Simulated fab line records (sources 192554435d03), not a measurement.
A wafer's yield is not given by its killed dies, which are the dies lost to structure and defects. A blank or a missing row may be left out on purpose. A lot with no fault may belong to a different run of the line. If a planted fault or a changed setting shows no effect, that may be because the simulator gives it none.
Chamber matching :: flow n5_finfet :: N5_ZERO_LAYER_PECVD_02 on pecvd-04: 3 sister chambers
The step deposits SiO2 from SiH4/N2O, target thk 10 nm, time 6 s. 6 wafers are shown with their chamber, then 9 later ones without.

## EACH WAFER AND ITS CHAMBER
wafer: L086.6
chamber: 0
showerhead_plenum_p_Torr (Torr): 7.97
showerhead_vpp_V (V): 999

wafer: L088.5
chamber: 2
showerhead_plenum_p_Torr (Torr): 8.06
showerhead_vpp_V (V): 1029

wafer: L088.6
chamber: 1
showerhead_plenum_p_Torr (Torr): 8.24
showerhead_vpp_V (V): 1003

wafer: L089.1
chamber: 2
showerhead_plenum_p_Torr (Torr): 8.06
showerhead_vpp_V (V): 1011

wafer: L089.2
chamber: 0
showerhead_plenum_p_Torr (Torr): 7.96
showerhead_vpp_V (V): 1012

wafer: L089.3
chamber: 1
showerhead_plenum_p_Torr (Torr): 8.26
showerhead_vpp_V (V): 978

## WAFERS WHOSE CHAMBER IS MISSING
wafer: L094.1
showerhead_plenum_p_Torr (Torr): 8.25
showerhead_vpp_V (V): 961

wafer: L094.5
showerhead_plenum_p_Torr (Torr): 7.97
showerhead_vpp_V (V): 1006

wafer: L094.6
showerhead_plenum_p_Torr (Torr): 8.25
showerhead_vpp_V (V): 968

wafer: L095.4
showerhead_plenum_p_Torr (Torr): 8.05
showerhead_vpp_V (V): 998

wafer: L095.5
showerhead_plenum_p_Torr (Torr): 7.94
showerhead_vpp_V (V): 1001

wafer: L095.6
showerhead_plenum_p_Torr (Torr): 8.27
showerhead_vpp_V (V): 1000

wafer: L097.3
showerhead_plenum_p_Torr (Torr): 8.27
showerhead_vpp_V (V): 984

wafer: L097.4
showerhead_plenum_p_Torr (Torr): 8.08
showerhead_vpp_V (V): 1014

wafer: L097.5
showerhead_plenum_p_Torr (Torr): 8.25
showerhead_vpp_V (V): 982

## EACH ONE'S CHAMBER
wafer: L094.1
from the rows above: 1
in truth: 1

wafer: L094.5
from the rows above: 0
in truth: 0

wafer: L094.6
from the rows above: 1
in truth: 1

wafer: L095.4
from the rows above: 2
in truth: 2

wafer: L095.5
from the rows above: 0
in truth: 0

wafer: L095.6
from the rows above: 1
in truth: 1

wafer: L097.3
from the rows above: 1
in truth: 1

wafer: L097.4
from the rows above: 2
in truth: 2

wafer: L097.5
from the rows above: 1
in truth: 1
Correct placement for 9 of the 9. Can't be placed from these rows: 0. Number placed wrongly: 0.
How it was worked out, from the rows above alone: a wafer's distance from a chamber is the root of the sum, over the readings, of the square of ((its reading less the chamber's mean) divided by the reading's scatter). The wafer belongs to the nearest chamber; if the next one is less than 2 further off, it can't be placed. A chamber's mean is the mean of its shown wafers. The scatter is the square root of a quotient: the sum, over the shown wafers, of each reading's squared deviation from its chamber's mean, divided by wafers minus chambers.
